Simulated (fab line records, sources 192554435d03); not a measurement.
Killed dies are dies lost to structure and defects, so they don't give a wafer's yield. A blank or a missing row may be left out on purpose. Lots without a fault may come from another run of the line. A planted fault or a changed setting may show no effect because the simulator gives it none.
Which tool did it? | flow n5_finfet | 9 lots, 26 wafers sampled, at 7 steps of a route of 1938

WHAT THE GAUGES READ, wafer by wafer
N5_BEOL_M4_RC_MEAS_101. Usual: DIBL_N 35.9 mV/V, standard deviation 2.5; DIBL_P 36.0 mV/V, standard deviation 3; IOFF_N 0.16 nA/um, standard deviation 0.047; IOFF_P 0.21 nA/um, standard deviation 0.047; ION_N 671 uA/um, standard deviation 14; ION_P 460 uA/um, standard deviation 8.8; SS_N 71.5 mV/dec, standard deviation 0.73; SS_P 73.2 mV/dec, standard deviation 0.91; VT_N 250 mV, standard deviation 4.3; VT_P -251 mV, standard deviation 3.6.
lot  | measured     | on        | DIBL_N (mV/V)  | DIBL_P (mV/V)  | IOFF_N (nA/um) | IOFF_P (nA/um) | ION_N (uA/um) | ION_P (uA/um) | SS_N (mV/dec)  | SS_P (mV/dec)  | VT_N (mV)   | VT_P (mV)      | flag
L424 | day 7 18:34  | prober-02 | 34.8 37.7 34.1 | 34.4 37.2 33.6 | 0.14 0.20 0.14 | 0.19 0.22 0.17 | 662 679 653   | 453 465 444   | 71.0 72.4 70.5 | 73.3 73.2 72.7 | 250 245 249 | -254 -251 -256 |
L427 | day 8 15:19  | prober-01 | 36.9 33.8 35.2 | 36.9 32.7 33.2 | 0.17 0.12 0.14 | 0.21 0.16 0.17 | 670 657 665   | 456 446 455   | 71.9 71.5 71.5 | 72.8 71.5 73.1 | 250 254 251 | -249 -253 -254 |
L429 | day 8 19:20  | prober-01 | 39.6 32.6 40.8 | 39.0 29.5 38.8 | 0.24 0.10 0.28 | 0.26 0.13 0.26 | 707 654 684   | 475 447 460   | 71.7 69.6 72.6 | 74.3 71.7 74.4 | 241 256 243 | -249 -256 -248 |
L437 | day 11 07:16 | prober-02 | 39.5 32.7 34.8 | 42.5 34.3 35.9 | 0.25 0.12 0.14 | 0.28 0.16 0.18 | 685 655 656   | 468 451 448   | 71.5 70.2 70.5 | 74.9 72.8 73.0 | 242 251 251 | -246 -254 -255 |
L439 | day 11 18:04 | prober-01 | 36.1 33.1 34.8 | 35.7 33.1 34.8 | 0.15 0.10 0.12 | 0.22 0.18 0.20 | 662 661 664   | 457 463 469   | 72.0 71.2 71.0 | 73.1 72.2 72.6 | 251 255 250 | -249 -250 -250 |
L440 | day 12 02:52 | prober-01 | 37.0 38.6      | 37.6 37.4      | 0.17 0.19      | 0.23 0.22      | 685 686       | 471 466       | 71.3 72.4      | 73.2 73.3      | 247 246     | -253 -254      |
L445 | day 13 03:22 | prober-01 | 35.8 38.1 35.3 | 35.4 37.6 34.9 | 0.17 0.18 0.15 | 0.22 0.23 0.22 | 684 678 655   | 471 467 456   | 71.1 72.0 71.4 | 73.1 73.7 73.0 | 249 250 251 | -247 -249 -249 |
L446 | day 13 12:14 | prober-02 | 35.0 34.7 32.9 | 35.1 34.8 32.7 | 0.13 0.15 0.10 | 0.19 0.19 0.16 | 655 681 656   | 452 468 455   | 71.1 71.2 71.0 | 72.8 73.5 72.0 | 255 251 259 | -252 -250 -254 |
L447 | day 13 12:32 | prober-01 | 35.2 39.7 33.6 | 33.5 39.0 33.2 | 0.12 0.20 0.11 | 0.16 0.25 0.16 | 668 673 664   | 458 457 462   | 71.1 73.0 70.8 | 73.0 74.5 72.2 | 254 249 253 | -252 -250 -254 |

N5_BEOL_M12_THK_MEAS_50: measures by xrf. Usual: M12_THK 323 nm, standard deviation 5.5.
lot  | measured     | on            | M12_THK (nm) | flag
L424 | day 10 07:07 | film_metro-02 | 327 322 329  |
L427 | day 11 07:56 | film_metro-01 | - - -        | OFF
L429 | day 11 16:10 | film_metro-01 | - - -        | OFF
L437 | day 14 02:38 | film_metro-01 | 318 330 325  |
L439 | day 14 13:02 | film_metro-01 | 317 331 331  |
L440 | day 14 19:57 | film_metro-02 | 316 313      |
L445 | day 16 00:33 | film_metro-02 | 320 324 316  |
L446 | day 16 10:37 | film_metro-02 | 317 319 325  |
L447 | day 16 10:59 | film_metro-01 | 327 328 326  |

N5_BEOL_M12_RS_MEAS_54: measures by four-point-probe. Usual: M12_RS 0.0606 ohm/sq, standard deviation 0.0011.
lot  | measured     | on            | M12_RS (ohm/sq)      | flag
L424 | day 10 07:16 | film_metro-02 | 0.0589 0.0602 0.0583 |
L427 | day 11 08:04 | film_metro-02 | 61.219 56.660 60.315 | OFF
L429 | day 11 16:17 | film_metro-01 | 58.023 60.348 59.968 | OFF
L437 | day 14 02:47 | film_metro-01 | 0.0622 0.0598 0.0609 |
L439 | day 14 13:09 | film_metro-02 | 0.0619 0.0592 0.0592 |
L440 | day 14 20:05 | film_metro-01 | 0.0620 0.0628        |
L445 | day 16 00:41 | film_metro-02 | 0.0607 0.0600 0.0619 |
L446 | day 16 10:45 | film_metro-02 | 0.0619 0.0615 0.0604 |
L447 | day 16 11:07 | film_metro-02 | 0.0610 0.0608 0.0613 |

N5_BEOL_M12_INSPECT_55: inspects for defects (darkfield). Usual: raw_defect_count 81, standard deviation 28.
lot  | measured     | on                | raw_defect_count | flag
L424 | day 10 07:17 | defect_inspect-02 | 40 59 48         |
L427 | day 11 08:05 | defect_inspect-02 | 108 105 153      |
L429 | day 11 16:19 | defect_inspect-01 | 85 28 74         |
L437 | day 14 02:49 | defect_inspect-02 | 84 110 117       |
L439 | day 14 13:11 | defect_inspect-01 | 123 114 65       |
L440 | day 14 20:06 | defect_inspect-01 | 122 90           |
L445 | day 16 00:42 | defect_inspect-02 | 101 93 90        |
L446 | day 16 10:46 | defect_inspect-02 | 52 62 55         |
L447 | day 16 11:08 | defect_inspect-02 | 55 69 76         |

WHICH TOOL RAN EACH LOT (tool, then ch and the chambers of the sampled wafers, then the start)
lot  | N5_BEOL_M12_ETCH_68                | N5_BEOL_M12_TRENCH_ETCH_34         | N5_BEOL_M12_ECD_47
L424 | rie_diel-02 ch 1,3, day 10 05:20   | rie_diel-02 ch 1,3, day 10 05:31   | ecd_cu-02 ch 0,1, day 10 06:24
L427 | rie_diel-03 ch 0,1, day 11 04:08   | rie_diel-03 ch 0,1, day 11 04:20   | ecd_cu-02 ch 0,1, day 11 07:08
L429 | rie_diel-06 ch 0,3, day 11 11:13   | rie_diel-06 ch 0,3, day 11 11:24   | ecd_cu-01 ch 0,1, day 11 15:12
L437 | rie_diel-06 ch 0,1,3, day 14 00:20 | rie_diel-06 ch 0,1,3, day 14 00:31 | ecd_cu-02 ch 0,1, day 14 01:38
L439 | rie_diel-03 ch 1,2,3, day 14 09:08 | rie_diel-03 ch 1,2,3, day 14 09:19 | ecd_cu-01 ch 0,1, day 14 12:17
L440 | rie_diel-06 ch 0,1, day 14 17:23   | rie_diel-06 ch 0,1, day 14 17:34   | ecd_cu-02 ch 0, day 14 19:14
L445 | rie_diel-06 ch 0,2,3, day 15 20:37 | rie_diel-06 ch 0,2,3, day 15 20:48 | ecd_cu-01 ch 0,1, day 15 23:49
L446 | rie_diel-06 ch 0,3, day 16 04:47   | rie_diel-06 ch 0,3, day 16 04:59   | ecd_cu-02 ch 0,1, day 16 09:45
L447 | rie_diel-06 ch 2,3, day 16 05:50   | rie_diel-06 ch 2,3, day 16 06:01   | ecd_cu-01 ch 0,1, day 16 10:15
- N5_BEOL_M12_ETCH_68: etches SOC in N2/H2, time 285 s.
- N5_BEOL_M12_TRENCH_ETCH_34: etches SiOC in C4F8/O2/Ar, target depth 318.95 nm, time 125.5 s.
- N5_BEOL_M12_ECD_47: material Cu, target thk 720 nm.

WHAT THE TOOLS THEMSELVES READ (means of the sampled wafers that have a number; where no wafer has one, the mark that the record gives instead)
N5_BEOL_M12_ETCH_68. Usual: drypump_motor_current_A 5.63 A, standard deviation 0.29; oes_product_au 0.80 a.u., standard deviation 0.073; rf_vpp_V 523.3 V, standard deviation 2.4; showerhead_plenum_p_Torr 2.52 Torr, standard deviation 0.08; temp_c 40.00 C, standard deviation 0.11; throttle_valve_pct 17.8 %, standard deviation 0.31.
lot  | tool        | drypump_motor_current_A (A) | oes_product_au (a.u.) | rf_vpp_V (V) | showerhead_plenum_p_Torr (Torr) | temp_c (C) | throttle_valve_pct (%) | flag
L424 | rie_diel-02 | 5.58                        | 0.86                  | 522.5        | 2.49                            | 39.98      | 18.0                   |
L427 | rie_diel-03 | 5.14                        | 0.90                  | 524.9        | 2.55                            | 40.08      | 17.4                   |
L429 | rie_diel-06 | 6.01                        | 0.78                  | 521.1        | 2.44                            | 39.97      | 17.6                   |
L437 | rie_diel-06 | 5.80                        | 0.86                  | 525.3        | 2.58                            | 40.12      | 17.6                   |
L439 | rie_diel-03 | 5.63                        | 0.77                  | 522.7        | 2.48                            | 39.99      | 17.6                   |
L440 | rie_diel-06 | 5.73                        | 0.80                  | 522.5        | 2.51                            | 40.00      | 17.6                   |
L445 | rie_diel-06 | 5.83                        | 0.82                  | 524.8        | 2.57                            | 40.08      | 17.7                   |
L446 | rie_diel-06 | 6.01                        | 0.82                  | 524.6        | 2.53                            | 40.00      | 17.5                   |
L447 | rie_diel-06 | 5.79                        | 0.85                  | 526.9        | 2.65                            | 39.98      | 17.7                   |

N5_BEOL_M12_TRENCH_ETCH_34. Usual: drypump_motor_current_A 5.63 A, standard deviation 0.29; oes_product_au 0.80 a.u., standard deviation 0.072; rf_vpp_V 664.8 V, standard deviation 3; showerhead_plenum_p_Torr 3.38 Torr, standard deviation 0.1; throttle_valve_pct 24.14 %, standard deviation 0.29.
lot  | tool        | drypump_motor_current_A (A) | oes_product_au (a.u.) | rf_vpp_V (V) | showerhead_plenum_p_Torr (Torr) | throttle_valve_pct (%) | flag
L424 | rie_diel-02 | 5.58                        | 0.85                  | 662.9        | 3.34                            | 24.40                  |
L427 | rie_diel-03 | 5.13                        | 0.89                  | 665.6        | 3.43                            | 23.82                  |
L429 | rie_diel-06 | 5.99                        | 0.78                  | 662.9        | 3.27                            | 23.98                  |
L437 | rie_diel-06 | 5.77                        | 0.87                  | 667.2        | 3.45                            | 24.02                  |
L439 | rie_diel-03 | 5.61                        | 0.76                  | 664.1        | 3.35                            | 24.05                  |
L440 | rie_diel-06 | 5.75                        | 0.80                  | 664.8        | 3.36                            | 24.01                  |
L445 | rie_diel-06 | 5.83                        | 0.82                  | 667.0        | 3.44                            | 24.05                  |
L446 | rie_diel-06 | 5.99                        | 0.81                  | 665.4        | 3.38                            | 23.90                  |
L447 | rie_diel-06 | 5.80                        | 0.85                  | 669.1        | 3.55                            | 24.10                  |

THE ANSWER, worked out from the rows above alone
Rule: a lot is off if the mean of its wafers that have a number lies more than 3 standard deviations from the usual mean. A lot without any number at a reading at which 4 lots or more have one is off too. The other lots that the step has rows for count as sound. The gauges are gone through in route order, then the tools' own readings, and for those a lot's mean is taken as printed above. The first step at which some lot is off is used, and at that step the reading that is off furthest; a lot without a number counts as furthest.
Off: L427, L429, at N5_BEOL_M12_THK_MEAS_50 (M12_THK). Without a number there: L427, L429.
A tool fits if, at a process step before that reading, it ran every lot that is off, and no sound lot after the first of them. The gauges at N5_BEOL_M12_THK_MEAS_50 are tried like those tools. None of those tried fits.

WHAT THE SIMULATOR HAD PUT IN
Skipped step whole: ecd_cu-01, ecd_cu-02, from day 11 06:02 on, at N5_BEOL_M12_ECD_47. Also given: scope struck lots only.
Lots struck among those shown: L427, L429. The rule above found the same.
